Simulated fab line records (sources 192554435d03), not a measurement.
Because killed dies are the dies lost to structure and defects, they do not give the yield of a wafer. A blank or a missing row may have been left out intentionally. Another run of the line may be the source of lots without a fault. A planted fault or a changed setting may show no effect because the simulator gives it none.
fab line records	flow n5_finfet
[record] lots = 24	wafers = 72	last_day = 17
route steps=1938 shown BEOL_M12@1612 BEOL_M13@1675
lots that met no fault: from a run of the same line without faults
start_h: hours from the record's opening day to when the first of the lot's shown wafers began	wait_h: hours elapsed since this lot's preceding step	" as in the row above	L1.1+2: a row that stands for several wafers	- no value present, or no start provided	* or withheld: withheld	< > ~ a bound
route shown NAME@n: a module of which the file shows steps, and the number in the route of the first	usual: the fault-free wafers' mean and standard deviation	same: alike in all rows	chamber/n: place in a boat	sites: the reading at each site	_std_site: the standard deviation of these	_edge_site: outer sites' mean less inner sites'	radius_mm: for every site, how far away it sits from the centre of the wafer	mask NAME#n: copy n	behind: tool/chamber where the wafer was last shaped	hold: cause of the lot's hold/its duration in hours/its outcome	device: transistor that didn't switch, given as n, p or np	end of line: the route-end tests of the same wafers	step lacking rows: just its recipe	killed: not the wafer's yield, but the dies lost to structure and defects at the first sort	map: dies across one wafer; x = killed, . = not, _ = none there
set.NAME: the setting that was run; set.NAME@STEP: the one run at that earlier step	model.NAME: the simulator's own value behind a step, which no gauge read
steps of the route over a sample of lots; a table a step, a row a wafer
services: a tool's chamber out of use, with start hour (start_h, from the record's first day; less than 0 if before it), hours out, and reason
[[steps]]
[step N5_BEOL_M12_CD_MEAS_10]
[recipe] target_cd_nm = 140	landing_energy_ev = 500	detector = se_inlens	polarity = opening
[usual] cd_nm = 140.3/1.4
lot.wafer	tool	chamber	start_h	wait_h	cd_nm
L074.1	cd_sem-02	0	234.98	-	139.8
L074.2	"	0	"	"	139.1
L074.3	"	0	"	"	138.7
L076.1	cd_sem-01	0	241.96	-	140.5
L076.2	"	0	"	"	138.0
L076.4	"	0	"	"	138.5
L077.1	cd_sem-03	0	242.22	-	140.7
L077.5	"	0	"	"	142.2
L077.6	"	0	"	"	141.0
L075.1	cd_sem-03	0	245.53	-	139.1
L075.2	"	0	"	"	139.3
L075.4	"	0	"	"	140.1
L078.1	cd_sem-03	0	250.41	-	140.4
L078.2	"	0	"	"	142.1
L078.3	"	0	"	"	142.0
L079.1	cd_sem-02	0	250.55	-	141.0
L079.2	"	0	"	"	142.0
L079.3	"	0	"	"	141.7
L080.2	cd_sem-02	0	273.45	-	141.6
L080.5	"	0	"	"	139.7
L080.6	"	0	"	"	140.6
L081.1	cd_sem-03	0	275.04	-	140.9
L081.2	"	0	"	"	141.7
L081.6	"	0	"	"	141.0
L082.2	cd_sem-02	0	276.52	-	141.7
L082.5	"	0	"	"	142.8
L082.6	"	0	"	"	141.1
L083.1	cd_sem-02	0	286.22	-	141.3
L083.3	"	0	"	"	139.1
L083.5	"	0	"	"	142.1
L084.1	cd_sem-02	0	289.98	-	139.9
L084.3	"	0	"	"	141.3
L084.6	"	0	"	"	140.4
L086.2	cd_sem-03	0	298.16	-	139.9
L086.5	"	0	"	"	139.1
L086.6	"	0	"	"	139.4
L085.3	cd_sem-01	0	298.72	-	138.9
L085.4	"	0	"	"	139.9
L085.5	"	0	"	"	139.5
L087.3	cd_sem-03	0	306.54	-	138.7
L087.5	"	0	"	"	137.5
L087.6	"	0	"	"	138.2
L088.1	cd_sem-03	0	307.43	-	140.4
L088.3	"	0	"	"	139.6
L088.4	"	0	"	"	137.9
L089.1	cd_sem-01	0	317.60	-	139.8
L089.3	"	0	"	"	141.0
L089.6	"	0	"	"	140.9
L091.1	cd_sem-02	0	335.37	-	140.1
L091.5	"	0	"	"	138.3
L091.6	"	0	"	"	140.2
L090.1	cd_sem-02	0	337.92	-	139.9
L090.3	"	0	"	"	142.6
L090.5	"	0	"	"	139.7
L092.1	cd_sem-03	0	344.40	-	140.4
L092.2	"	0	"	"	139.3
L092.3	"	0	"	"	139.6
L094.2	cd_sem-02	0	346.59	-	143.3
L094.4	"	0	"	"	140.2
L094.6	"	0	"	"	140.5
L093.1	cd_sem-03	0	346.66	-	140.7
L093.2	"	0	"	"	139.9
L093.4	"	0	"	"	140.9
L096.2	cd_sem-03	0	362.59	-	141.8
L096.4	"	0	"	"	141.7
L096.6	"	0	"	"	142.8
L095.1	cd_sem-02	0	371.84	-	139.9
L095.4	"	0	"	"	142.0
L095.6	"	0	"	"	141.8
L097.3	cd_sem-03	0	372.16	-	137.2
L097.4	"	0	"	"	138.5
L097.5	"	0	"	"	139.7
[step N5_BEOL_M12_OVL_MEAS_29]
[recipe] points_per_wafer = 44
[usual] M12_OVL = 1/5.8
lot.wafer	tool	chamber	start_h	wait_h	M12_OVL[nm]
L074.1	overlay-01	0	236.10	0.0	1
L074.2	"	0	"	"	-1
L074.3	"	0	"	"	0
L076.1	overlay-02	0	243.03	0.0	-7
L076.2	"	0	"	"	-5
L076.4	"	0	"	"	-2
L077.1	overlay-01	0	243.16	0.0	-14
L077.5	"	0	"	"	-6
L077.6	"	0	"	"	6
L075.1	overlay-01	0	246.59	0.0	1
L075.2	"	0	"	"	5
L075.4	"	0	"	"	4
L078.1	overlay-02	0	251.47	0.0	-4
L078.2	"	0	"	"	-2
L078.3	"	0	"	"	-7
L079.1	overlay-01	0	251.63	0.0	-3
L079.2	"	0	"	"	2
L079.3	"	0	"	"	0
L080.2	overlay-01	0	274.57	0.0	7
L080.5	"	0	"	"	0
L080.6	"	0	"	"	3
L081.1	overlay-01	0	276.10	0.0	12
L081.2	"	0	"	"	6
L081.6	"	0	"	"	4
L082.2	overlay-01	0	277.46	0.0	10
L082.5	"	0	"	"	3
L082.6	"	0	"	"	3
L083.1	overlay-02	0	287.65	0.0	-4
L083.3	"	0	"	"	-3
L083.5	"	0	"	"	0
L084.1	overlay-02	0	291.05	0.0	6
L084.3	"	0	"	"	8
L084.6	"	0	"	"	10
L086.2	overlay-01	0	299.36	0.0	9
L086.5	"	0	"	"	3
L086.6	"	0	"	"	2
L085.3	overlay-01	0	299.92	0.0	6
L085.4	"	0	"	"	7
L085.5	"	0	"	"	8
L087.3	overlay-01	0	307.47	0.0	2
L087.5	"	0	"	"	10
L087.6	"	0	"	"	5
L088.1	overlay-02	0	308.59	0.0	13
L088.3	"	0	"	"	0
L088.4	"	0	"	"	0
L089.1	overlay-02	0	318.81	0.0	8
L089.3	"	0	"	"	-1
L089.6	"	0	"	"	11
L091.1	overlay-01	0	336.70	0.0	-6
L091.5	"	0	"	"	0
L091.6	"	0	"	"	-9
L090.1	overlay-02	0	338.86	0.0	-6
L090.3	"	0	"	"	-8
L090.5	"	0	"	"	-8
L092.1	overlay-02	0	345.56	0.0	6
L092.2	"	0	"	"	4
L092.3	"	0	"	"	8
L094.2	overlay-02	0	347.53	0.0	5
L094.4	"	0	"	"	5
L094.6	"	0	"	"	1
L093.1	overlay-01	0	347.63	0.0	4
L093.2	"	0	"	"	0
L093.4	"	0	"	"	0
L096.2	overlay-02	0	363.68	0.0	-10
L096.4	"	0	"	"	-3
L096.6	"	0	"	"	-3
L095.1	overlay-01	0	372.78	0.0	5
L095.4	"	0	"	"	-7
L095.6	"	0	"	"	-8
L097.3	overlay-01	0	373.12	0.0	0
L097.4	"	0	"	"	0
L097.5	"	0	"	"	7
[step N5_BEOL_M12_INSPECT_30]
[recipe] mode = adi	inspect_instrument = macro
[usual] raw_defect_count = 2.1/1.5
lot.wafer	tool	chamber	start_h	wait_h	raw_defect_count
L074.1	defect_inspect-02	-	236.12	0.0	0
L074.2	"	-	"	"	1
L074.3	"	-	"	"	4
L076.1	defect_inspect-02	-	243.05	0.0	1
L076.2	"	-	"	"	0
L076.4	"	-	"	"	2
L077.1	defect_inspect-02	-	243.19	0.0	3
L077.5	"	-	"	"	5
L077.6	"	-	"	"	2
L075.1	defect_inspect-02	-	246.61	0.0	0
L075.2	"	-	"	"	2
L075.4	"	-	"	"	5
L078.1	defect_inspect-02	-	251.49	0.0	1
L078.2	"	-	"	"	3
L078.3	"	-	"	"	1
L079.1	defect_inspect-02	-	251.66	0.0	6
L079.2	"	-	"	"	5
L079.3	"	-	"	"	2
L080.2	defect_inspect-01	-	274.59	0.0	2
L080.5	"	-	"	"	3
L080.6	"	-	"	"	1
L081.1	defect_inspect-01	-	276.13	0.0	1
L081.2	"	-	"	"	4
L081.6	"	-	"	"	2
L082.2	defect_inspect-01	-	277.48	0.0	3
L082.5	"	-	"	"	3
L082.6	"	-	"	"	3
L083.1	defect_inspect-02	-	287.68	0.0	4
L083.3	"	-	"	"	2
L083.5	"	-	"	"	0
L084.1	defect_inspect-02	-	291.07	0.0	2
L084.3	"	-	"	"	0
L084.6	"	-	"	"	1
L086.2	defect_inspect-01	-	299.39	0.0	2
L086.5	"	-	"	"	1
L086.6	"	-	"	"	2
L085.3	defect_inspect-01	-	299.94	0.0	3
L085.4	"	-	"	"	3
L085.5	"	-	"	"	2
L087.3	defect_inspect-01	-	307.50	0.0	3
L087.5	"	-	"	"	1
L087.6	"	-	"	"	1
L088.1	defect_inspect-01	-	308.61	0.0	3
L088.3	"	-	"	"	1
L088.4	"	-	"	"	4
L089.1	defect_inspect-01	-	318.83	0.0	2
L089.3	"	-	"	"	1
L089.6	"	-	"	"	1
L091.1	defect_inspect-01	-	336.73	0.0	1
L091.5	"	-	"	"	3
L091.6	"	-	"	"	2
L090.1	defect_inspect-02	-	338.88	0.0	3
L090.3	"	-	"	"	3
L090.5	"	-	"	"	3
L092.1	defect_inspect-01	-	345.58	0.0	0
L092.2	"	-	"	"	2
L092.3	"	-	"	"	0
L094.2	defect_inspect-01	-	347.55	0.0	5
L094.4	"	-	"	"	4
L094.6	"	-	"	"	5
L093.1	defect_inspect-01	-	347.66	0.0	3
L093.2	"	-	"	"	2
L093.4	"	-	"	"	2
L096.2	defect_inspect-02	-	363.71	0.0	4
L096.4	"	-	"	"	2
L096.6	"	-	"	"	2
L095.1	defect_inspect-02	-	372.80	0.0	2
L095.4	"	-	"	"	1
L095.6	"	-	"	"	3
L097.3	defect_inspect-01	-	373.14	0.0	2
L097.4	"	-	"	"	1
L097.5	"	-	"	"	2
[step N5_BEOL_M12_TRENCH_ETCH_34]
[recipe] chemistry = C4F8/O2/Ar	target = SiOC	target_depth_a = 3189.5	mask_material = SOC	pressure_mtorr = 30	source_w = 3000	bias_w = 700	Ar_flow_sccm = 400	C4F8_flow_sccm = 15	O2_flow_sccm = 8	he_inner_torr = 15	he_outer_torr = 30	time_s = 125.5	ion_energy_ev = 250
[usual] drypump_motor_current_A = 5.7/0.51	oes_product_au = 0.81/0.088	rf_vpp_V = 665.4/2.7	showerhead_plenum_p_Torr = 3.41/0.094	throttle_valve_pct = 24.18/0.19
lot.wafer	tool	chamber	start_h	wait_h	drypump_motor_current_A	oes_product_au	rf_hours_counter_h	rf_vpp_V	showerhead_plenum_p_Torr	throttle_valve_pct
L074.1	rie_diel-04	3	236.55	0.0	5.6	0.72	213	661.1	3.25	23.93
L074.2	"	0	"	"	5.6	0.95	6	663.9	3.38	24.37
L074.3	"	1	"	"	5.6	0.69	232	662.9	3.36	24.12
L076.1	rie_diel-06	3	243.73	0.0	6.8	0.74	192	666.6	3.52	24.25
L076.2	"	2	"	"	5.4	0.90	26	663.4	3.36	24.15
L076.4	"	2	"	"	5.4	0.90	-	663.6	3.36	24.13
L077.1	rie_diel-01	1	244.15	0.0	4.8	0.87	47	663.7	3.34	23.94
L077.5	"	0	"	"	5.4	0.90	-	666.7	3.49	24.45
L077.6	"	3	"	"	5.8	0.87	-	668.1	3.46	24.06
L075.1	rie_diel-01	0	247.01	0.0	5.3	0.89	34	667.1	3.48	24.44
L075.2	"	1	"	"	4.8	0.87	49	664.6	3.34	23.94
L075.4	"	3	"	"	5.8	0.87	56	667.3	3.46	24.07
L078.1	rie_diel-01	3	252.17	0.0	5.8	0.86	58	667.4	3.45	24.07
L078.2	"	2	"	"	5.5	0.70	204	665.3	3.40	24.15
L078.3	"	1	"	"	4.8	0.86	50	663.0	3.34	23.93
L079.1	rie_diel-06	2	252.26	0.0	5.4	0.89	31	662.8	3.36	24.16
L079.2	"	3	"	"	6.8	0.72	197	668.8	3.52	24.23
L079.3	"	0	"	"	5.5	0.73	167	668.9	3.53	24.30
L080.2	rie_diel-06	3	275.17	0.0	6.8	0.71	207	667.3	3.51	24.25
L080.5	"	0	"	"	5.5	0.73	-	668.9	3.52	24.33
L080.6	"	3	"	"	6.8	0.72	-	669.7	3.51	24.25
L081.1	rie_diel-01	1	276.53	0.0	4.9	0.86	57	662.7	3.33	23.94
L081.2	"	0	"	"	5.3	0.88	44	666.2	3.48	24.47
L081.6	"	0	"	"	5.4	0.88	-	666.3	3.48	24.47
L082.2	rie_diel-04	0	277.88	0.0	5.6	0.92	18	663.7	3.37	24.36
L082.5	"	1	"	"	5.6	0.67	-	664.4	3.35	24.13
L082.6	"	0	"	"	5.6	0.90	-	663.7	3.37	24.38
L083.1	rie_diel-04	0	288.63	0.0	5.6	0.90	24	664.9	3.37	24.39
L083.3	"	3	"	"	5.6	0.70	233	660.4	3.24	23.96
L083.5	"	3	"	"	5.6	0.71	-	660.3	3.24	23.97
L084.1	rie_diel-01	0	291.47	0.0	5.4	0.87	50	668.0	3.48	24.49
L084.3	"	1	"	"	4.9	0.85	64	662.4	3.33	23.95
L084.6	"	1	"	"	4.9	0.85	-	663.3	3.33	23.92
L086.2	rie_diel-06	2	299.81	0.0	5.4	0.86	49	662.4	3.35	24.17
L086.5	"	2	"	"	5.4	0.85	-	664.4	3.35	24.18
L086.6	"	0	"	"	5.5	0.72	-	668.4	3.52	24.35
L085.3	rie_diel-04	3	300.34	0.0	5.6	0.70	238	660.9	3.24	23.98
L085.4	"	0	"	"	5.6	0.88	29	663.5	3.36	24.40
L085.5	"	0	"	"	5.6	0.89	-	663.4	3.36	24.39
L087.3	rie_diel-04	0	307.97	0.0	5.6	0.88	32	664.8	3.36	24.42
L087.5	"	3	"	"	5.6	0.69	-	659.9	3.23	23.97
L087.6	"	0	"	"	5.6	0.88	-	663.8	3.36	24.40
L088.1	rie_diel-04	0	309.01	0.0	5.6	0.89	33	663.5	3.36	24.42
L088.3	"	1	"	"	5.6	0.96	4	662.8	3.35	23.84
L088.4	"	1	"	"	5.6	0.96	-	665.0	3.35	23.83
L089.1	rie_diel-04	3	319.23	0.0	5.7	0.69	246	661.9	3.23	23.99
L089.3	"	1	"	"	5.6	0.94	8	662.6	3.35	23.84
L089.6	"	1	"	"	5.6	0.94	-	663.8	3.35	23.84
L091.1	rie_diel-01	0	337.12	0.0	5.4	0.85	65	666.8	3.47	24.50
L091.5	"	3	"	"	5.8	0.83	-	666.3	3.44	24.11
L091.6	"	2	"	"	5.5	0.68	-	664.3	3.39	24.15
L090.1	rie_diel-04	2	339.28	0.0	6.5	0.84	69	668.6	3.60	24.25
L090.3	"	1	"	"	5.6	0.93	14	663.2	3.35	23.85
L090.5	"	1	"	"	5.6	0.94	-	663.0	3.35	23.86
L092.1	rie_diel-06	2	345.98	0.0	5.4	0.84	68	662.5	3.34	24.22
L092.2	"	1	"	"	5.3	0.92	12	663.5	3.36	23.90
L092.3	"	0	"	"	5.5	0.71	208	669.4	3.51	24.36
L094.2	rie_diel-06	2	347.95	0.0	5.4	0.84	69	663.9	3.34	24.20
L094.4	"	0	"	"	5.5	0.70	208	669.5	3.51	24.37
L094.6	"	2	"	"	5.4	0.83	-	663.5	3.34	24.20
L093.1	rie_diel-01	2	348.06	0.0	5.5	0.68	237	663.7	3.38	24.18
L093.2	"	1	"	"	4.8	0.83	82	662.3	3.32	23.96
L093.4	"	3	"	"	5.8	0.82	91	665.6	3.44	24.11
L096.2	rie_diel-06	2	364.10	0.0	5.4	0.83	75	663.8	3.34	24.22
L096.4	"	0	"	"	5.5	0.70	214	668.5	3.50	24.36
L096.6	"	0	"	"	5.5	0.70	-	669.6	3.50	24.39
L095.1	rie_diel-01	3	373.20	0.0	5.8	0.81	101	665.8	3.43	24.12
L095.4	"	1	"	"	4.9	0.82	92	661.5	3.32	23.98
L095.6	"	2	"	"	5.5	0.67	-	663.4	3.38	24.19
L097.3	rie_diel-01	0	373.80	0.0	5.4	0.84	79	666.7	3.46	24.54
L097.4	"	3	"	"	5.8	0.82	101	666.0	3.43	24.12
L097.5	"	0	"	"	5.4	0.83	-	666.0	3.46	24.51
[step N5_BEOL_M12_THK_MEAS_50]
[recipe] thk_meas_gauge = xrf	reads = Cu_of_BEOL_M12_ECD_47
[usual] M12_THK = 329/4.2
lot.wafer	tool	chamber	start_h	wait_h	M12_THK[nm]
L074.1	film_metro-01	-	238.49	-	328
L074.2	"	-	"	"	334
L074.3	"	-	"	"	324
L076.1	film_metro-02	-	246.39	-	330
L076.2	"	-	"	"	333
L076.4	"	-	"	"	329
L077.1	film_metro-01	-	249.84	-	326
L077.5	"	-	"	"	331
L077.6	"	-	"	"	328
L075.1	film_metro-02	-	250.38	-	334
L075.2	"	-	"	"	331
L075.4	"	-	"	"	329
L078.1	film_metro-01	-	256.26	-	328
L078.2	"	-	"	"	326
L078.3	"	-	"	"	329
L079.1	film_metro-01	-	259.17	-	330
L079.2	"	-	"	"	322
L079.3	"	-	"	"	326
L080.2	film_metro-02	-	278.52	-	325
L080.5	"	-	"	"	325
L080.6	"	-	"	"	325
L081.1	film_metro-02	-	280.77	-	330
L081.2	"	-	"	"	336
L081.6	"	-	"	"	332
L082.2	film_metro-02	-	281.49	-	332
L082.5	"	-	"	"	322
L082.6	"	-	"	"	325
L083.1	film_metro-02	-	291.10	-	331
L083.3	"	-	"	"	327
L083.5	"	-	"	"	329
L084.1	film_metro-02	-	296.98	-	331
L084.3	"	-	"	"	325
L084.6	"	-	"	"	326
L086.2	film_metro-01	-	304.41	-	329
L086.5	"	-	"	"	328
L086.6	"	-	"	"	327
L085.3	film_metro-02	-	305.49	-	322
L085.4	"	-	"	"	329
L085.5	"	-	"	"	329
L087.3	film_metro-01	-	309.85	-	333
L087.5	"	-	"	"	325
L087.6	"	-	"	"	330
L088.1	film_metro-02	-	312.02	-	330
L088.3	"	-	"	"	332
L088.4	"	-	"	"	332
L089.1	film_metro-01	-	321.92	-	322
L089.3	"	-	"	"	324
L089.6	"	-	"	"	330
L091.1	film_metro-02	-	343.14	-	333
L091.5	"	-	"	"	331
L091.6	"	-	"	"	325
L090.1	film_metro-02	-	343.50	-	326
L090.3	"	-	"	"	330
L090.5	"	-	"	"	333
L092.1	film_metro-02	-	351.49	-	330
L092.2	"	-	"	"	340
L092.3	"	-	"	"	330
L094.2	film_metro-01	-	353.80	-	326
L094.4	"	-	"	"	323
L094.6	"	-	"	"	325
L093.1	film_metro-02	-	354.11	-	324
L093.2	"	-	"	"	336
L093.4	"	-	"	"	330
L096.2	film_metro-02	-	367.22	-	329
L096.4	"	-	"	"	329
L096.6	"	-	"	"	328
L095.1	film_metro-01	-	379.11	-	334
L095.4	"	-	"	"	333
L095.6	"	-	"	"	327
L097.3	film_metro-02	-	379.99	-	338
L097.4	"	-	"	"	330
L097.5	"	-	"	"	335
[step N5_BEOL_M13_STRIP_63]
[recipe] chemistry = N2/H2	power_w = 1000	temp_c = 250	h2_frac = 0.65	overash_fraction = 0.3	pressure_mtorr = 1000	n2_flow_sccm = 1750	h2_flow_sccm = 3250
[usual] drypump_motor_current_A = 5.5/0.6	heater_power_w = 322/16	oes_product_au = 0.675/0.0046	strip_time_to_endpoint_s = 28.1/0.92
[same] overash_fraction = 0.3
lot.wafer	tool	chamber	start_h	wait_h	drypump_motor_current_A	heater_power_w	oes_product_au	rf_hours_counter_h	strip_time_to_endpoint_s
L074.1	plasma_asher-02	0	239.67	-	6.4	307	0.679	70	29.1
L074.2	"	1	"	"	5.6	356	0.683	70	27.9
L074.3	"	0	"	"	6.4	298	0.685	-	29.4
L076.1	plasma_asher-01	0	247.65	-	5.7	323	0.679	117	28.3
L076.2	"	1	"	"	4.7	317	0.682	117	28.3
L076.4	"	0	"	"	5.7	324	0.668	-	27.3
L077.1	plasma_asher-02	1	251.24	-	5.5	352	0.675	73	29.6
L077.5	"	1	"	"	5.5	358	0.680	-	28.2
L077.6	"	0	"	"	6.4	303	0.674	-	28.1
L075.1	plasma_asher-01	1	252.07	-	4.7	314	0.674	118	29.1
L075.2	"	0	"	"	5.7	329	0.676	118	29.9
L075.4	"	1	"	"	4.7	321	0.674	-	27.7
L078.1	plasma_asher-02	1	257.35	-	5.5	356	0.680	75	27.8
L078.2	"	0	"	"	6.4	299	0.680	75	28.4
L078.3	"	1	"	"	5.5	351	0.680	-	28.7
L079.1	plasma_asher-01	0	260.64	-	5.7	321	0.672	120	30.2
L079.2	"	1	"	"	4.7	325	0.672	120	28.8
L079.3	"	1	"	"	4.7	315	0.675	-	28.4
L080.2	plasma_asher-01	1	279.57	-	4.7	316	0.680	123	29.3
L080.5	"	0	"	"	5.7	325	0.677	-	28.5
L080.6	"	1	"	"	4.7	316	0.672	-	28.6
L081.1	plasma_asher-02	0	281.83	-	6.4	306	0.676	80	28.9
L081.2	"	1	"	"	5.5	344	0.675	80	28.3
L081.6	"	0	"	"	6.4	312	0.679	-	28.2
L082.2	plasma_asher-01	0	282.55	-	5.7	320	0.680	124	29.2
L082.5	"	0	"	"	5.7	320	0.674	-	27.5
L082.6	"	1	"	"	4.7	318	0.668	-	27.4
L083.1	plasma_asher-01	1	292.15	-	4.7	318	0.673	127	27.6
L083.3	"	0	"	"	5.7	331	0.669	-	26.4
L083.5	"	0	"	"	5.7	318	0.666	-	25.7
L084.1	plasma_asher-01	1	298.26	-	4.7	316	0.677	129	29.2
L084.3	"	1	"	"	4.7	319	0.674	-	28.9
L084.6	"	0	"	"	5.8	327	0.672	-	28.5
L086.2	plasma_asher-01	0	305.46	-	5.8	317	0.681	131	28.6
L086.5	"	1	"	"	4.7	323	0.671	-	27.1
L086.6	"	0	"	"	5.8	325	0.670	-	26.7
L085.3	plasma_asher-01	1	306.99	-	4.7	310	0.678	-	27.5
L085.4	"	0	"	"	5.7	320	0.674	-	26.8
L085.5	"	1	"	"	4.7	310	0.669	-	27.7
L087.3	plasma_asher-01	1	310.96	-	4.7	320	0.670	-	29.0
L087.5	"	1	"	"	4.7	314	0.678	-	27.6
L087.6	"	0	"	"	5.7	319	0.677	-	26.4
L088.1	plasma_asher-01	1	313.21	-	4.7	316	0.667	133	28.6
L088.3	"	0	"	"	5.7	331	0.679	-	29.2
L088.4	"	1	"	"	4.7	309	0.673	-	27.4
L089.1	plasma_asher-01	1	323.04	-	4.7	324	0.675	135	28.7
L089.3	"	1	"	"	4.7	314	0.676	-	27.6
L089.6	"	1	"	"	4.7	315	0.674	-	28.8
L091.1	plasma_asher-02	0	344.59	-	6.4	301	0.674	89	27.7
L091.5	"	1	"	"	5.5	354	0.669	-	27.4
L091.6	"	0	"	"	6.4	306	0.671	-	26.2
L090.1	plasma_asher-02	1	344.71	-	5.5	355	0.673	89	28.7
L090.3	"	0	"	"	6.4	308	0.673	-	28.2
L090.5	"	1	"	"	5.5	354	0.676	-	27.5
L092.1	plasma_asher-02	0	352.73	-	6.4	293	0.679	91	28.9
L092.2	"	1	"	"	5.5	349	0.675	91	28.7
L092.3	"	1	"	"	5.5	366	0.680	-	28.7
L094.2	plasma_asher-01	1	355.03	-	4.7	315	0.684	141	29.6
L094.4	"	1	"	"	4.7	317	0.670	-	27.6
L094.6	"	0	"	"	5.7	322	0.671	-	27.5
L093.1	plasma_asher-01	1	355.23	-	4.7	319	0.669	141	27.5
L093.2	"	0	"	"	5.7	314	0.676	141	29.3
L093.4	"	0	"	"	5.7	324	0.671	-	27.1
L096.2	plasma_asher-01	0	368.40	-	5.7	317	0.674	144	29.5
L096.4	"	1	"	"	4.7	318	0.676	-	27.0
L096.6	"	0	"	"	5.7	332	0.669	-	27.4
L095.1	plasma_asher-02	0	380.17	-	6.4	306	0.674	96	28.1
L095.4	"	1	"	"	5.5	355	0.683	-	28.6
L095.6	"	1	"	"	5.5	357	0.669	-	26.4
L097.3	plasma_asher-01	0	381.51	-	5.7	320	0.685	-	30.5
L097.4	"	1	"	"	4.7	312	0.677	-	28.2
L097.5	"	0	"	"	5.7	326	0.662	-	27.5
[[services]]
tool	chamber	start_h	hours	kind
rie_diel-04	1	217.32	5.2	repair
rie_diel-06	1	242.35	55.8	repair
plasma_asher-01	-	262.37	1.1	repair
rie_diel-04	0	265.68	8.2	repair
rie_diel-06	2	272.24	7.4	repair
rie_diel-04	1	282.28	-	clean
rie_diel-04	1	282.28	-	consumable_replace:focus_ring
rie_diel-04	1	282.28	15.7	scheduled_down
rie_diel-04	1	282.28	15.7	vent_cycle
plasma_asher-02	-	285.13	15.6	pm
rie_diel-06	1	298.26	-	clean
rie_diel-06	1	298.26	-	consumable_replace:focus_ring
rie_diel-06	1	298.26	15.7	scheduled_down
rie_diel-06	1	298.26	15.7	vent_cycle
rie_diel-04	2	302.97	9.8	repair
rie_diel-04	3	333.62	-	clean
rie_diel-04	3	333.62	-	consumable_replace:focus_ring
rie_diel-04	3	333.62	-	consumable_replace:showerhead
rie_diel-04	3	333.62	16.5	scheduled_down
rie_diel-04	3	333.62	16.5	vent_cycle
plasma_asher-01	-	343.83	0.6	repair
rie_diel-04	3	365.39	33.5	repair
rie_diel-01	3	375.61	9.6	repair
[[key]]
fault none
